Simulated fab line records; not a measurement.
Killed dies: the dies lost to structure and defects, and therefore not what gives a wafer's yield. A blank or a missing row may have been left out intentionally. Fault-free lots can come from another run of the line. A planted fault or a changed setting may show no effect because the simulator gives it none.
Matching of chambers | flow nand-harc | NHARC_A_BLC_STRIP_29 on rie-diel-08: 4 sister chambers
The step strips in CF4. 4 wafers are shown with their chamber, then 12 later ones without.

== WAFERS PAIRED WITH THEIR CHAMBERS ==
wafer  | chamber | drypump-motor-current-A (A)
L079.6 | 1       | 6.3
L089.4 | 0       | 6.1
L089.5 | 3       | 5.8
L089.6 | 2       | 5.0

== WAFERS WITHOUT THEIR CHAMBER ==
wafer  | drypump-motor-current-A (A)
L090.1 | 5.0
L090.4 | 6.2
L090.5 | 5.8
L086.1 | 5.0
L086.3 | 6.1
L086.6 | 5.8
L093.1 | 5.8
L093.3 | 5.0
L093.4 | 6.3
L096.1 | 5.0
L096.2 | 5.8
L096.6 | 5.8

== EACH ONE'S CHAMBER ==
wafer  | from the rows above     | in truth
L090.1 | 2                       | 2
L090.4 | can't be placed: 1 or 0 | 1
L090.5 | 3                       | 3
L086.1 | 2                       | 2
L086.3 | 0                       | 0
L086.6 | 3                       | 3
L093.1 | 3                       | 3
L093.3 | 2                       | 2
L093.4 | 1                       | 1
L096.1 | 2                       | 2
L096.2 | 3                       | 3
L096.6 | 3                       | 3
11 of 12 placed correctly. Can't be placed from these rows: 1 (the true chamber is among the candidates in 1). Wrongly placed: 0.
How it was worked out, from the rows above alone: a wafer's distance from a chamber is the root of the sum, over the readings, of the square of ((its reading less the chamber's mean) divided by the reading's scatter). The wafer belongs to the nearest chamber; if the next one is less than 2 further off, it can't be placed. Each chamber's mean is taken over the wafers shown for it. The scatter: root of mean squared gap, hidden wafer to nearest shown wafer, with one shown wafer a chamber.
